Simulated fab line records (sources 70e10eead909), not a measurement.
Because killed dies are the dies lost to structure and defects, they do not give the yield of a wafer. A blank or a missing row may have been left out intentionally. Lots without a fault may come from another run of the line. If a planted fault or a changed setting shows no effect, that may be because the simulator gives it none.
Chamber matching / flow nand-harc / rie-diel-01 running NHARC_A_SLIT_DESCUM_14: 4 sister chambers
The step chemistry O2, time 3 s. 4 wafers are shown with their chamber, then 11 later ones without.

## EACH WAFER AND ITS CHAMBER
wafer=L084.5; chamber=0; drypump-motor-current-A (A)=5.1
wafer=L086.5; chamber=2; drypump-motor-current-A (A)=6.6
wafer=L086.6; chamber=1; drypump-motor-current-A (A)=5.5
wafer=L090.1; chamber=3; drypump-motor-current-A (A)=5.5

## WAFERS MISSING THEIR CHAMBER
wafer=L090.2; drypump-motor-current-A (A)=5.2
wafer=L090.5; drypump-motor-current-A (A)=5.5
wafer=L092.3; drypump-motor-current-A (A)=5.6
wafer=L092.4; drypump-motor-current-A (A)=5.1
wafer=L092.6; drypump-motor-current-A (A)=5.2
wafer=L095.3; drypump-motor-current-A (A)=6.6
wafer=L095.4; drypump-motor-current-A (A)=5.2
wafer=L095.6; drypump-motor-current-A (A)=5.5
wafer=L097.3; drypump-motor-current-A (A)=5.5
wafer=L097.5; drypump-motor-current-A (A)=5.5
wafer=L097.6; drypump-motor-current-A (A)=6.6

## WHICH CHAMBER EACH ONE RAN IN
wafer=L090.2; from the rows above=0; in truth=0
wafer=L090.5; from the rows above=can't be placed: 1 or 3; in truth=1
wafer=L092.3; from the rows above=can't be placed: 1 or 3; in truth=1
wafer=L092.4; from the rows above=0; in truth=0
wafer=L092.6; from the rows above=0; in truth=0
wafer=L095.3; from the rows above=2; in truth=2
wafer=L095.4; from the rows above=0; in truth=0
wafer=L095.6; from the rows above=can't be placed: 1 or 3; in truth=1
wafer=L097.3; from the rows above=can't be placed: 1 or 3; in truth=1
wafer=L097.5; from the rows above=can't be placed: 1 or 3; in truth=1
wafer=L097.6; from the rows above=2; in truth=2
Correct placement for 6 of the 11. Not placeable from these rows: 5 (in 5, the candidates include the true chamber). Number placed wrongly: 0.
How it was worked out, from the rows above alone: a wafer's distance from a chamber is the root of the sum, over the readings, of the square of ((its reading less the chamber's mean) divided by the reading's scatter). The wafer belongs to the nearest chamber; if the next one is less than 2 further off, it can't be placed. Each chamber's mean is taken over the wafers shown for it. The scatter: with one shown wafer a chamber, the root of the mean of the squares of how far each hidden wafer lies from its nearest shown one.
